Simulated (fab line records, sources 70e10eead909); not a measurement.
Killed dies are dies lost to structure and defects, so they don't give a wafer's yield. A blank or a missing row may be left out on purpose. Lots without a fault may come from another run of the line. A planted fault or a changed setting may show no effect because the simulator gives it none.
fab line records | flow nand_harc
record lots=6 wafers=18 last_day=24
route steps=1159 shown A_M0@1023 A_M1@1026 END@1159
lots that met no fault: from a run of the same line without faults
start_h: hours from the record's first day to the start of the lot's first wafer shown | wait_h: hours since the lot's step before | " the same as in the row above | L1.1+2: a row that stands for several wafers | - no value, or no start given | * or withheld: withheld | < > ~ a bound
route shown NAME@n: a module of which the file shows steps, and the number in the route of the first | usual: mean/standard deviation of fault-free wafers | same: alike in all rows | chamber/n: place in a boat | sites: the reading at each site | _std_site: their standard deviation | _edge_site: outer sites' mean less inner sites' | radius_mm: how far each site lies from the wafer's centre | mask NAME#n: copy n | behind: the tool/chamber that last shaped the wafer | hold: why the lot was held/for how many hours/how that ended | device: the transistor (n, p or np) that didn't switch | end of line: the same wafers' tests at the end of the route | a step without rows: its recipe alone | killed: dies lost to structure and defects at the first sort, not the wafer's yield | map: a wafer's dies, x killed, . not, _ none there
set.NAME: the setting as run; set.NAME@STEP: as run at that earlier step | model.NAME: the simulator's own value behind a step, which no gauge read
lots at some steps of the route; a table a step, a row a wafer
services: from which hour (start_h, from the record's first day; less than 0 if before it) a tool's chamber was out of use, for how many hours, and why
## steps
# step NHARC_A_M0_INSPECT_27
# usual raw_defect_count=479/130
# columns lot.wafer tool chamber start_h wait_h raw_defect_count
L733.1 defect_inspect-01 - 439.32 0.1 345
L733.3 " - " " 406
L733.6 " - " " 301
L735.1 defect_inspect-01 - 440.57 0.0 601
L735.4 " - " " 443
L735.6 " - " " 546
L737.2 defect_inspect-01 - 462.83 0.0 523
L737.4 " - " " 497
L737.6 " - " " 395
L741.2 defect_inspect-02 - 497.16 0.0 493
L741.4 " - " " 892
L741.5 " - " " 795
L744.2 defect_inspect-02 - 513.80 0.0 422
L744.4 " - " " 533
L744.5 " - " " 451
L746.2 defect_inspect-02 - 515.80 0.0 482
L746.4 " - " " 618
L746.5 " - " " 556
# step NHARC_A_M0_PRE_CLEAN_31
# recipe time_s=12 temp_c=370 rf_power_w=300 gas=NH3
# usual heater_power_w=677/79
# same time_s=12
# columns lot.wafer tool chamber start_h wait_h heater_power_w
L733.1 pecvd-04 1 439.68 0.4 720
L733.3 " 2 " " 606
L733.6 " 2 " " 614
L735.1 pecvd-01 1 440.69 0.1 622
L735.6 " 1 " " 638
L735.4 " 2 " " 696
L737.2 pecvd-04 2 462.93 0.1 575
L737.6 " 0 " " 687
L737.4 " 1 " " 674
L741.2 pecvd-04 2 497.22 0.1 574
L741.5 " 2 " " 606
L741.4 " 0 " " 727
L744.2 pecvd-03 0 513.89 0.1 639
L744.4 " 1 " " 675
L744.5 " 2 " " 714
L746.2 pecvd-01 1 515.88 0.1 522
L746.4 " 0 " " 804
L746.5 " 1 " " 521
# step NHARC_A_M0_DEP_32
# recipe target_thk_a=300 temp_c=370 target_thk_nm=30 pressure_torr=3 flow_sccm=200 rf_w=450 material=SiCN
# usual heater_power_w=621/69
# columns lot.wafer tool chamber start_h wait_h heater_power_w
L733.1 pecvd-04 1 439.76 0.1 703
L733.3 " 2 " " 542
L733.6 " 2 " " 535
L735.1 pecvd-01 1 440.80 0.1 509
L735.6 " 1 " " 490
L735.4 " 2 " " 659
L737.2 pecvd-04 2 463.07 0.1 561
L737.6 " 0 " " 566
L737.4 " 1 " " 671
L741.2 pecvd-04 2 497.30 0.1 544
L741.5 " 2 " " 530
L741.4 " 0 " " 638
L744.2 pecvd-03 0 514.03 0.1 579
L744.4 " 1 " " 565
L744.5 " 2 " " 697
L746.2 pecvd-01 1 515.99 0.1 601
L746.4 " 0 " " 750
L746.5 " 1 " " 575
# step NHARC_A_M1_DEP_00
# recipe target_thk_a=1825 target_thk_nm=182.5 temp_c=withheld pressure_torr=5 flow_sccm=200 rf_w=600 material=SiOC
# step NHARC_A_M1_DEHYDRATE_01
# recipe temp_c=150 time_s=120
# step NHARC_A_M1_HMDS_02
# recipe time_s=30
# step NHARC_A_M1_COAT_34
# recipe temp_c=200 time_s=65
# step NHARC_A_M1_COAT_03
# recipe spin_rpm=1500 resist_thk_nm=90
# step NHARC_A_M1_SOFTBAKE_04
# recipe temp_c=105 time_s=55
# step NHARC_A_M1_EBR_05
# step NHARC_A_M1_EXPOSE_06
# recipe na=1.35 target_cd_nm=120 dose_mj=75.13 mask_id=A_M1
# step NHARC_A_M1_PEB_07
# recipe peb_temp_c=100 peb_time_s=65
# usual heater_power_total_W=156.6/0.43 plate_temp_C=100.01/0.13
# columns lot.wafer tool chamber start_h wait_h heater_power_total_W plate_temp_C
L733.1 litho_track-04 0 440.78 0.1 157.1 99.89
L733.3 " 0 " " 156.0 99.97
L733.6 " 0 " " 156.2 99.94
L735.1 litho_track-06 0 441.92 0.1 157.1 99.94
L735.4 " 0 " " 156.9 100.20
L735.6 " 0 " " 156.8 99.94
L737.2 litho_track-06 0 464.26 0.1 151.0 97.08
L737.4 " 0 " " 149.8 96.94
L737.6 " 0 " " 150.6 96.93
L741.2 litho_track-06 0 498.35 0.1 150.3 97.20
L741.4 " 0 " " 151.0 97.34
L741.5 " 0 " " 151.0 97.05
L744.2 litho_track-01 0 515.10 0.1 157.2 100.13
L744.4 " 0 " " 156.9 100.27
L744.5 " 0 " " 157.2 100.24
L746.2 litho_track-01 0 517.11 0.1 156.0 99.77
L746.4 " 0 " " 156.0 99.85
L746.5 " 0 " " 156.6 99.91
# step NHARC_A_M1_DEVELOP_08
# recipe develop_time_s=35 dev_temp_c=23
# step NHARC_A_M1_CD_MEAS_09
# recipe target_cd_nm=120 landing_energy_ev=500
# usual cd_nm=119.9/0.76
# same landing_energy_ev=500
# columns lot.wafer tool chamber start_h wait_h cd_nm
L733.1 cd_sem-03 0 440.86 - 119.1
L733.3 " 0 " " 119.9
L733.6 " 0 " " 119.1
L735.1 cd_sem-03 0 442.00 - 121.1
L735.4 " 0 " " 119.8
L735.6 " 0 " " 119.1
L737.2 cd_sem-03 0 464.34 - 108.6
L737.4 " 0 " " 107.5
L737.6 " 0 " " 108.9
L741.2 cd_sem-01 0 498.43 - 108.2
L741.4 " 0 " " 109.2
L741.5 " 0 " " 110.3
L744.2 cd_sem-03 0 515.18 - 119.8
L744.4 " 0 " " 120.7
L744.5 " 0 " " 118.9
L746.2 cd_sem-02 0 517.19 - 120.5
L746.4 " 0 " " 120.2
L746.5 " 0 " " 119.7
# step NHARC_A_M1_OVL_MEAS_10
# recipe pitch_nm=240
# usual overlay_x_nm=0.2/1 overlay_y_nm=0.2/0.85
# columns lot.wafer tool chamber start_h wait_h overlay_x_nm overlay_y_nm
L733.1 overlay-02 - 440.95 - 0.4 0.8
L733.3 " - " " -0.1 0.6
L733.6 " - " " 0.3 0.5
L735.1 overlay-01 - 442.09 - -0.4 -0.3
L735.4 " - " " 0.4 -0.5
L735.6 " - " " 0.7 0.1
L737.2 overlay-01 - 464.42 - -0.4 0.8
L737.4 " - " " -0.9 0.5
L737.6 " - " " -0.9 0.5
L741.2 overlay-01 - 498.52 - -0.3 -0.2
L741.4 " - " " -0.3 -0.2
L741.5 " - " " -0.2 -0.6
L744.2 overlay-01 - 515.26 - -1.1 -0.4
L744.4 " - " " -0.3 -0.2
L744.5 " - " " -0.8 -0.1
L746.2 overlay-01 - 517.27 - 0.4 2.1
L746.4 " - " " 0.1 1.5
L746.5 " - " " 0.9 1.2
# step NHARC_A_M1_INSPECT_11
# usual raw_defect_count=35/15
# columns lot.wafer tool chamber start_h wait_h raw_defect_count
L733.1 defect_inspect-01 - 440.99 0.0 28
L733.3 " - " " 16
L733.6 " - " " 19
L735.1 defect_inspect-02 - 442.12 0.0 30
L735.4 " - " " 31
L735.6 " - " " 16
L737.2 defect_inspect-02 - 464.46 0.0 37
L737.4 " - " " 46
L737.6 " - " " 44
L741.2 defect_inspect-02 - 498.56 0.0 18
L741.4 " - " " 22
L741.5 " - " " 7
L744.2 defect_inspect-02 - 515.30 0.0 31
L744.4 " - " " 33
L744.5 " - " " 32
L746.2 defect_inspect-01 - 517.31 0.0 49
L746.4 " - " " 63
L746.5 " - " " 65
# step NHARC_A_M1_DESCUM_14
# recipe time_s=3 o2_flow_sccm=200 ar_flow_sccm=0 bias_power_w=0 chemistry=O2
# usual drypump_motor_current_A=5.8/0.5 oes_product_au=1.006/0.014 rf_vpp_V=57.8/0.84 showerhead_plenum_p_Torr=1.90/0.066 throttle_valve_pct=11.310/0.0082
# same time_s=3
# columns lot.wafer tool chamber start_h wait_h drypump_motor_current_A oes_product_au rf_hours_counter_h rf_vpp_V showerhead_plenum_p_Torr throttle_valve_pct model.A_M1.cd_nm
L733.1 rie_diel-05 2 441.05 0.1 5.5 1.001 7 57.0 1.90 11.307 119.7
L733.3 " 1 " " 6.7 0.979 6 56.8 1.91 11.310 120.8
L733.6 " 0 " " 6.4 1.004 - 57.9 1.89 11.330 118.9
L735.1 rie_diel-12 2 442.19 0.1 5.7 1.002 1 57.2 1.82 11.307 120.6
L735.4 " 3 " " 5.6 1.010 1 57.6 1.99 11.312 119.7
L735.6 " 2 " " 5.6 0.996 - 57.8 1.82 11.301 118.8
L737.4 rie_diel-12 2 464.53 0.1 5.6 0.996 1 59.0 1.82 11.328 107.1
L737.2 " 0 " " 5.0 1.002 1 59.1 1.93 11.300 107.9
L737.6 " 2 " " 5.6 0.996 - 57.6 1.82 11.315 108.4
L741.2 rie_diel-11 3 498.62 0.1 5.8 1.020 9 56.6 1.89 11.305 107.3
L741.4 " 1 " " 5.5 0.984 10 58.2 1.81 11.296 109.1
L741.5 " 3 " " 5.7 1.015 - 56.1 1.89 11.306 108.7
L744.4 rie_diel-11 1 515.36 0.1 5.4 0.984 10 57.5 1.81 11.306 120.6
L744.2 " 0 " " 5.4 1.012 10 57.1 1.88 11.305 120.5
L744.5 " 1 " " 5.4 0.979 - 58.6 1.81 11.327 119.2
L746.4 rie_diel-05 3 517.37 0.1 5.2 1.006 10 57.3 1.80 11.321 119.6
L746.2 " 0 " " 6.4 0.998 11 57.6 1.89 11.319 120
L746.5 " 3 " " 5.2 0.996 - 56.6 1.80 11.310 119.1
# step NHARC_A_M1_ETCH_35
# recipe target_depth_a=400 overetch_a=120 time_s=43.94 ion_energy_ev=200 n2_flow_sccm=150 h2_flow_sccm=150 ar_flow_sccm=0 rf_w=400 bias_w=150 chemistry=N2/H2
# usual drypump_motor_current_A=5.8/0.5 n2_flow_sccm=150.0/0.48 oes_product_au=1.006/0.012 rf_vpp_V=430.0/2.1 showerhead_plenum_p_Torr=2.02/0.072 throttle_valve_pct=14.170/0.009
# same time_s=43.94
# columns lot.wafer tool chamber start_h wait_h drypump_motor_current_A n2_flow_sccm oes_product_au rf_hours_counter_h rf_vpp_V showerhead_plenum_p_Torr throttle_valve_pct
L733.3 rie_diel-05 1 441.16 0.1 6.7 149.5 0.979 7 429.4 2.03 14.177
L733.1 " 2 " " 5.5 150.4 1.008 7 430.4 2.03 14.177
L733.6 " 2 " " 5.5 150.9 1.004 - 430.5 2.03 14.162
L735.1 rie_diel-12 3 442.27 0.1 5.6 151.2 1.020 1 433.3 2.13 14.178
L735.4 " 0 " " 5.0 150.0 1.017 1 430.5 2.06 14.186
L735.6 " 3 " " 5.6 150.7 1.026 - 433.2 2.13 14.174
L737.4 rie_diel-12 1 464.61 0.1 6.0 149.3 1.009 1 433.5 2.20 14.162
L737.2 " 2 " " 5.7 149.9 1.005 1 427.1 1.94 14.165
L737.6 " 0 " " 5.0 150.6 1.022 - 430.8 2.06 14.192
L741.4 rie_diel-11 3 498.71 0.1 5.7 149.2 1.014 9 430.3 2.01 14.176
L741.2 " 0 " " 5.5 150.1 1.026 10 430.3 2.00 14.169
L741.5 " 3 " " 5.8 149.7 1.000 - 430.0 2.01 14.163
L744.2 rie_diel-11 3 515.45 0.1 5.8 150.8 1.005 10 430.7 2.01 14.170
L744.4 " 0 " " 5.4 150.8 1.022 10 428.1 2.00 14.173
L744.5 " 2 " " 6.5 149.3 1.007 - 430.7 2.00 14.166
L746.2 rie_diel-05 1 517.46 0.1 6.7 149.7 0.985 13 429.5 2.03 14.178
L746.4 " 3 " " 5.2 149.3 1.014 10 426.7 1.91 14.186
L746.5 " 0 " " 6.3 150.6 1.003 - 430.6 2.01 14.170
# step NHARC_A_M1_ETCH_15
# recipe target_depth_a=1825 time_s=91.2 c4f8_flow_sccm=withheld ar_flow_sccm=400 rf_w=600 bias_w=300 chemistry=C4F8/Ar
# usual oes_product_au=0.957/0.023 rf_vpp_V=440.2/2.2
# same time_s=91.2
# columns lot.wafer tool chamber start_h wait_h oes_product_au rf_hours_counter_h rf_vpp_V
L733.3 rie_diel-05 0 - - 0.964 6 440.3
L733.1 " 2 " " 0.971 7 441.3
L733.6 " 0 " " 0.960 - 440.3
L735.4 rie_diel-12 3 - - 0.939 1 443.8
L735.1 " 2 " " 0.923 1 437.7
L735.6 " 3 " " 0.947 - 442.7
L737.2 rie_diel-12 1 - - 0.960 1 444.5
L737.4 " 3 " " 0.972 1 443.6
L737.6 " 1 " " 0.966 - 445.4
L741.2 rie_diel-11 1 - - 0.930 10 438.0
L741.4 " 2 " " 0.928 9 440.0
L741.5 " 3 " " 0.927 - 439.1
L744.2 rie_diel-11 2 - - 0.966 10 439.5
L744.4 " 0 " " 0.996 11 437.2
L744.5 " 2 " " 0.964 - 438.7
L746.2 rie_diel-05 1 - - 0.917 13 439.9
L746.4 " 2 " " 0.919 13 440.4
L746.5 " 1 " " 0.911 - 440.0
# step NHARC_A_M1_CD_MEAS_16
# usual cd_nm=119.9/1.1
# columns lot.wafer tool chamber start_h wait_h cd_nm
L733.1 cd_sem-03 - 441.40 - 120.1
L733.3 " - " " 120.2
L733.6 " - " " 119.2
L735.1 cd_sem-02 - 442.49 - 120.3
L735.4 " - " " 120.4
L735.6 " - " " 118.8
L737.2 cd_sem-01 - 464.83 - 107.4
L737.4 " - " " 106.9
L737.6 " - " " 108.3
L741.2 cd_sem-02 - 498.92 - 106.6
L741.4 " - " " 109.1
L741.5 " - " " 108.9
L744.2 cd_sem-01 - 515.67 - 120.4
L744.4 " - " " 119.9
L744.5 " - " " 118.8
L746.2 cd_sem-03 - 517.68 - 119.4
L746.4 " - " " 119.2
L746.5 " - " " 118.7
# step NHARC_A_M1_STRIP_18
# recipe power_w=1000 n2_flow_sccm=150 h2_flow_sccm=150 ar_flow_sccm=0 bias_w=0 chemistry=N2/H2
# usual drypump_motor_current_A=5.8/0.49 n2_flow_sccm=150.0/0.46 oes_product_au=1.004/0.013 rf_vpp_V=90.5/0.92 showerhead_plenum_p_Torr=2.03/0.078 throttle_valve_pct=14.173/0.0087
# columns lot.wafer tool chamber start_h wait_h drypump_motor_current_A n2_flow_sccm oes_product_au rf_hours_counter_h rf_vpp_V showerhead_plenum_p_Torr throttle_valve_pct
L733.1 rie_diel-05 2 441.52 0.1 5.5 150.5 1.005 7 90.5 2.03 14.171
L733.3 " 0 " " 6.3 149.9 1.016 6 91.0 2.01 14.168
L733.6 " 1 " " 6.6 150.2 0.992 - 91.3 2.03 14.165
L735.4 rie_diel-11 3 442.57 0.1 5.8 150.1 1.005 5 91.7 2.01 14.175
L735.1 " 0 " " 5.5 149.7 1.030 5 91.0 2.01 14.179
L735.6 " 3 " " 5.8 150.4 1.001 - 90.3 2.01 14.192
L737.4 rie_diel-05 1 464.93 0.1 6.7 148.8 0.990 7 90.2 2.03 14.171
L737.2 " 3 " " 5.2 150.1 1.011 5 89.1 1.92 14.194
L737.6 " 0 " " 6.4 149.9 0.989 - 90.5 2.01 14.173
L741.2 rie_diel-11 2 499.00 0.1 6.5 150.0 1.005 9 90.8 2.00 14.161
L741.4 " 3 " " 5.7 149.3 1.004 10 90.1 2.01 14.174
L741.5 " 3 " " 5.7 149.2 1.004 - 90.8 2.01 14.174
L744.4 rie_diel-05 3 515.76 0.1 5.2 150.0 0.998 9 90.6 1.92 14.185
L744.2 " 0 " " 6.3 150.0 1.006 10 90.7 2.01 14.172
L744.5 " 3 " " 5.2 149.2 1.015 - 88.5 1.92 14.168
L746.4 rie_diel-12 3 517.78 0.1 5.6 150.0 1.003 3 90.7 2.13 14.174
L746.2 " 1 " " 6.1 150.6 1.012 2 91.3 2.20 14.170
L746.5 " 2 " " 5.7 149.1 1.000 - 89.7 1.94 14.185
# step NHARC_A_M1_ETCH_28
# recipe target_depth_a=300 over_etch_frac=0.3 time_s=72.99 ion_energy_ev=150 cf4_flow_sccm=50 n2_flow_sccm=100 ar_flow_sccm=150 rf_w=300 bias_w=100 chemistry=CF4/N2
# usual cf4_flow_sccm=50.00/0.17 drypump_motor_current_A=5.8/0.51 n2_flow_sccm=100.0/0.33 oes_product_au=1.005/0.015 rf_vpp_V=314.1/1.8 showerhead_plenum_p_Torr=2.61/0.094 throttle_valve_pct=19.795/0.0087
# same time_s=72.99
# columns lot.wafer tool chamber start_h wait_h cf4_flow_sccm drypump_motor_current_A n2_flow_sccm oes_product_au rf_hours_counter_h rf_vpp_V showerhead_plenum_p_Torr throttle_valve_pct model.A_M1.cd_nm
L733.1 rie_diel-05 0 - - 49.89 6.4 100.3 1.005 6 314.0 2.59 19.781 120.6
L733.3 " 2 " " 50.09 5.5 99.9 1.011 7 313.8 2.61 19.789 120
L733.6 " 2 " " 49.88 5.5 99.6 0.996 - 314.1 2.61 19.786 119
L735.4 rie_diel-11 2 - - 50.15 6.5 100.1 1.000 5 314.6 2.58 19.795 120.1
L735.1 " 3 " " 49.95 5.7 100.2 1.007 5 313.3 2.59 19.787 119.2
L735.6 " 3 " " 50.03 5.7 99.7 1.009 - 314.8 2.59 19.787 118
L737.2 rie_diel-05 0 - - 49.98 6.4 100.0 0.987 6 315.8 2.59 19.814 107
L737.4 " 2 " " 49.89 5.6 99.8 0.999 8 313.6 2.61 19.786 106.9
L737.6 " 0 " " 49.94 6.4 100.6 0.975 - 313.3 2.59 19.808 108.5
L741.2 rie_diel-11 2 - - 50.01 6.5 100.4 1.001 9 314.8 2.58 19.801 106.6
L741.4 " 3 " " 49.74 5.7 100.5 1.012 10 313.7 2.59 19.793 108.2
L741.5 " 1 " " 50.00 5.5 100.0 0.986 - 312.8 2.50 19.790 107.2
L744.2 rie_diel-05 3 - - 50.28 5.2 100.0 1.004 9 312.3 2.48 19.779 120.3
L744.4 " 2 " " 49.66 5.5 99.9 1.000 12 313.9 2.61 19.799 119.6
L744.5 " 0 " " 49.94 6.4 99.7 0.996 - 314.8 2.59 19.810 118.8
L746.4 rie_diel-12 0 - - 49.96 5.0 99.5 1.017 3 312.7 2.65 19.784 119.4
L746.2 " 2 " " 49.85 5.6 99.8 1.005 3 312.8 2.50 19.797 119.8
L746.5 " 1 " " 49.85 6.0 100.5 1.017 - 317.9 2.82 19.795 118
# step NHARC_A_M1_STRIP_19
# recipe time_s=600 temp_c=30 chemistry=post_etch_residue_remover
# step NHARC_END_SORT_01
# recipe temp_c=25
# usual defect_limited_yield=95.0/1.6 killed_at_array=30/10 killed_at_other=0.5/0.82 killed_at_periphery=2.9/2 killed_dies=34/11 killed_open=3.2/1.8 killed_short=2.0/1.4 sort_bin_2_pct=1.5/0.68 sort_bin_3_pct=0.28/0.21 sort_bin_4_pct=3.1/0.97 sort_n_pass=643/11 sort_rim_yield_pct=94.6/2.9 sort_yield_pct=95.0/1.6
# same gross_dies=677 sort_bin_5_pct[%]=0 sort_bin_6_pct[%]=0 sort_bin_7_pct[%]=0 sort_bin_8_pct[%]=0 sort_rim_n_gross=106.00
# columns lot.wafer tool chamber start_h wait_h defect_limited_yield[%] killed_at_array killed_at_other killed_at_periphery killed_dies killed_open killed_short sort_bin_2_pct[%] sort_bin_3_pct[%] sort_bin_4_pct[%] sort_n_pass sort_rim_yield_pct[%] sort_yield_pct[%]
L733.1 prober-01 0 474.09 2.5 96.0 25 0 2 27 2 1 1.6 0.30 2.1 650 94.3 96.0
L733.3 prober-01 0 475.68 3.1 96.8 18 0 4 22 4 2 0.9 0 2.4 655 97.2 96.8
L733.6 prober-01 0 478.07 4.0 96.8 20 0 2 22 1 0 0.6 0.15 2.5 655 98.1 96.8
L735.1 prober-01 0 481.84 2.5 94.4 33 2 3 38 6 5 1.5 0.15 4.0 639 93.4 94.4
L735.4 prober-01 0 484.21 3.4 95.3 25 1 6 32 1 4 0.9 0 3.8 645 98.1 95.3
L735.6 prober-01 0 485.80 4.0 97.5 14 0 3 17 1 1 0.6 0.15 1.8 660 98.1 97.5
L737.2 prober-02 0 503.38 2.8 94.5 34 0 3 37 6 0 1.8 0.15 3.5 640 92.5 94.5
L737.4 prober-02 0 504.98 3.4 92.8 44 2 3 49 3 3 2.1 0.59 4.6 628 88.7 92.8
L737.6 prober-02 0 506.59 4.0 93.4 43 0 2 45 5 3 2.5 0.59 3.5 632 94.3 93.4
L741.2 prober-01 0 537.33 2.8 96.5 21 2 1 24 3 3 1.2 0 2.4 653 98.1 96.5
L741.4 prober-01 0 538.92 3.4 95.6 25 4 1 30 4 2 1.9 0 2.5 647 98.1 95.6
L741.5 prober-01 0 539.72 3.7 96.9 20 1 0 21 4 1 1.6 0.15 1.3 656 99.1 96.9
L744.2 prober-02 0 552.69 2.8 95.0 31 1 2 34 2 1 1.2 0.44 3.4 643 95.3 95.0
L744.4 prober-02 0 554.28 3.4 95.0 33 0 1 34 5 3 0.9 0 4.1 643 96.2 95.0
L744.5 prober-02 0 555.07 3.7 95.4 30 0 1 31 1 3 1.0 0.44 3.1 646 99.1 95.4
L746.2 prober-02 0 568.32 2.8 92.9 43 0 5 48 6 4 1.8 0.15 5.2 629 93.4 92.9
L746.4 prober-02 0 569.91 3.4 91.6 51 1 5 57 7 2 3.7 0.15 4.6 620 91.5 91.6
L746.5 prober-02 0 570.71 3.7 91.7 52 0 4 56 1 5 2.4 0.89 5.0 621 95.3 91.7
# killed by level:class
L733.1 A_STAIRCASE:chamber_film_flake=13 A_CHANNEL_HOLE_D1:chamber_film_flake=5 A_CONTACT:chamber_film_flake=2 P_M0:geometric_particle:open=1 A_SOURCE_PLATE:geometric_particle:open=1 A_WL_FILL:geometric_particle:short=1 P_M0:chamber_film_flake=1 A_CHANNEL_FILL_D1:chamber_film_flake=1
L733.3 A_STAIRCASE:chamber_film_flake=6 A_CHANNEL_HOLE_D1:chamber_film_flake=4 P_M0:chamber_film_flake=2 A_CONTACT:chamber_film_flake=2 P_CONTACT:geometric_particle:open=1 A_CHANNEL_FILL_D1:geometric_particle:short=1 A_SLIT:geometric_particle:open=1 A_WL_FILL:geometric_particle:short=1
L733.6 A_CHANNEL_HOLE_D1:chamber_film_flake=5 A_CONTACT:chamber_film_flake=5 A_STAIRCASE:chamber_film_flake=4 A_CHANNEL_FILL_D1:chamber_film_flake=2 A_SGD_CUT:chamber_film_flake=2 A_CONTACT:geometric_particle:open=1 P_STI:chamber_film_flake=1 P_M0:chamber_film_flake=1
L735.1 A_CONTACT:chamber_film_flake=8 A_WL_FILL:chamber_film_flake=6 A_CHANNEL_HOLE_D1:chamber_film_flake=3 A_STAIRCASE:chamber_film_flake=3 A_ONON_D1:geometric_particle:open=2 A_CHANNEL_HOLE_D1:geometric_particle:open=2 A_CHANNEL_FILL_D1:geometric_particle:short=2 A_M0:geometric_particle:open=2
L735.4 A_CONTACT:chamber_film_flake=9 A_CHANNEL_HOLE_D1:chamber_film_flake=5 P_CONTACT:chamber_film_flake=4 A_STAIRCASE:chamber_film_flake=4 A_ONON_D1:geometric_particle:short=2 A_ZERO_WELL:chamber_film_flake=2 A_WL_FILL:chamber_film_flake=2 P_CONTACT:geometric_particle:open=1
L735.6 A_CONTACT:chamber_film_flake=5 A_STAIRCASE:chamber_film_flake=4 A_WL_FILL:chamber_film_flake=3 P_CONTACT:chamber_film_flake=2 P_M0:geometric_particle:short=1 A_CONTACT:geometric_particle:open=1 A_CHANNEL_HOLE_D1:chamber_film_flake=1
L737.2 A_CHANNEL_HOLE_D1:chamber_film_flake=11 A_SLIT:chamber_film_flake=9 A_STAIRCASE:chamber_film_flake=5 A_CONTACT:chamber_film_flake=4 P_GATE:geometric_particle:open=2 P_CONTACT:geometric_particle:open=1 A_CHANNEL_FILL_D1:geometric_particle:open=1 A_SGD_CUT:geometric_particle:open=1
L737.4 A_CHANNEL_HOLE_D1:chamber_film_flake=12 A_SLIT:chamber_film_flake=12 A_CONTACT:chamber_film_flake=8 A_STAIRCASE:chamber_film_flake=6 THIN_TSV:chamber_film_flake=2 P_GATE:geometric_particle:open=1 A_ONON_D1:geometric_particle:short=1 A_WL_FILL:geometric_particle:short=1
L737.6 A_SLIT:chamber_film_flake=12 A_CHANNEL_HOLE_D1:chamber_film_flake=11 A_CONTACT:chamber_film_flake=6 A_M1:area_peb=4 A_CONTACT:geometric_particle:open=2 A_STAIRCASE:chamber_film_flake=2 P_GATE:geometric_particle:open=1 A_ONON_D1:geometric_particle:short=1
L741.2 A_CHANNEL_HOLE_D1:chamber_film_flake=5 A_STAIRCASE:chamber_film_flake=4 A_WL_FILL:geometric_particle:short=3 A_CONTACT:geometric_particle:open=2 A_CONTACT:chamber_film_flake=2 THIN_TSV:chamber_film_flake=2 A_M1:area_peb=2 A_CHANNEL_FILL_D1:geometric_particle:open=1
L741.4 A_CHANNEL_HOLE_D1:chamber_film_flake=9 THIN_TSV:chamber_film_flake=4 A_M1:area_peb=4 A_STAIRCASE:chamber_film_flake=3 A_CONTACT:geometric_particle:open=2 A_WL_FILL:chamber_film_flake=2 A_CONTACT:chamber_film_flake=2 P_M0:geometric_particle:open=1
L741.5 A_M1:area_peb=8 A_CHANNEL_HOLE_D1:chamber_film_flake=6 A_CHANNEL_FILL_D1:geometric_particle:open=1 A_CONTACT:geometric_particle:open=1 A_BLC:geometric_particle:open=1 A_M0:geometric_particle:open=1 A_M0:geometric_particle:short=1 A_STAIRCASE:chamber_film_flake=1
L744.2 A_SLIT:chamber_film_flake=15 A_CHANNEL_HOLE_D1:chamber_film_flake=6 A_STAIRCASE:chamber_film_flake=3 A_CONTACT:chamber_film_flake=2 A_BLC:chamber_film_flake=2 A_ONON_D1:geometric_particle:open=1 A_CHANNEL_FILL_D1:geometric_particle:short=1 A_BLC:geometric_particle:open=1
L744.4 A_SLIT:chamber_film_flake=11 A_CHANNEL_HOLE_D1:chamber_film_flake=8 A_BLC:chamber_film_flake=5 A_CHANNEL_HOLE_D1:geometric_particle:short=2 A_CONTACT:chamber_film_flake=2 P_GATE:geometric_particle:open=1 A_ONON_D1:geometric_particle:open=1 A_WL_FILL:geometric_particle:short=1
L744.5 A_SLIT:chamber_film_flake=12 A_CHANNEL_HOLE_D1:chamber_film_flake=6 A_BLC:chamber_film_flake=3 A_WL_FILL:geometric_particle:short=2 A_CHANNEL_FILL_D1:chamber_film_flake=2 A_STAIRCASE:chamber_film_flake=2 A_CHANNEL_FILL_D1:geometric_particle:open=1 A_BLC:geometric_particle:short=1
L746.2 A_SLIT:chamber_film_flake=17 A_CHANNEL_HOLE_D1:chamber_film_flake=16 A_CONTACT:geometric_particle:open=4 A_WL_FILL:geometric_particle:short=3 P_STI:chamber_film_flake=2 P_GATE:geometric_particle:short=1 P_M0:geometric_particle:open=1 A_BLC:geometric_particle:open=1
L746.4 A_SLIT:chamber_film_flake=22 A_CHANNEL_HOLE_D1:chamber_film_flake=16 A_CONTACT:chamber_film_flake=5 P_GATE:geometric_particle:short=1 P_GATE:geometric_particle:open=1 P_M1:geometric_particle:open=1 A_ONON_D1:geometric_particle:open=1 A_CHANNEL_FILL_D1:geometric_particle:short=1
L746.5 A_SLIT:chamber_film_flake=24 A_CHANNEL_HOLE_D1:chamber_film_flake=20 A_CHANNEL_FILL_D1:geometric_particle:short=2 A_WL_FILL:geometric_particle:short=2 A_CONTACT:chamber_film_flake=2 P_M2:geometric_particle:open=1 A_SOURCE_PLATE:geometric_particle:short=1 P_ZERO_WELL:chamber_film_flake=1
## services
# columns tool chamber start_h hours kind
pecvd-01 - 418.14 13.0 pm
rie_diel-05 0 423.12 - clean
rie_diel-05 1 423.12 - clean
rie_diel-05 2 423.12 - clean
rie_diel-05 3 423.12 - clean
rie_diel-05 3 428.57 16.1 repair
rie_diel-12 - 428.78 2.9 repair
pecvd-04 1 433.42 4.3 repair
litho_track-01 - 443.00 7.0 pm
rie_diel-05 0 447.62 - clean
rie_diel-05 1 447.62 - clean
rie_diel-05 2 447.62 - clean
rie_diel-05 3 447.62 - clean
rie_diel-05 1 452.48 8.6 repair
rie_diel-05 - 455.33 0.5 repair
pecvd-03 1 460.76 18.1 repair
litho_track-06 - 467.00 7.0 pm
rie_diel-05 0 472.12 - clean
rie_diel-05 1 472.12 - clean
pecvd-03 - 473.09 13.0 pm
pecvd-01 - 482.25 5.7 repair
litho_track-04 - 491.00 7.0 pm
pecvd-03 - 504.33 0.4 repair
rie_diel-05 - 517.62 9.0 pm
## key
first_sign step=NHARC_A_M1_PEB_07 reading=plate_temp_C direction=down sigmas=22 usual=* struck=*
effect step=NHARC_A_M1_PEB_07 reading=heater_power_total_W direction=down sigmas=14 usual=* struck=*
effect step=NHARC_A_M1_CD_MEAS_09 reading=cd_nm direction=down sigmas=15 usual=119.9 struck=108.8
effect step=NHARC_A_M1_CD_MEAS_16 reading=cd_nm direction=down sigmas=11 usual=119.9 struck=107.9
model_effect step=NHARC_A_M1_DESCUM_14 value=A_M1.cd_nm without=119.1 struck=108.1
model_effect step=NHARC_A_M1_ETCH_28 value=A_M1.cd_nm without=118.4 struck=107.4
met_at NHARC_A_M1_PEB_07
struck_wafers L737.2,L737.4,L737.6,L741.2,L741.4,L741.5
onset_between 441.92 464.26
fault kind=process_parameter_drift tool=litho_track-06 chamber=- onset_h=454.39 steps=NHARC_A_M1_PEB_07 channel=peb_temp_c offset=* shape=step end_h=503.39 acts_in=* stated=*
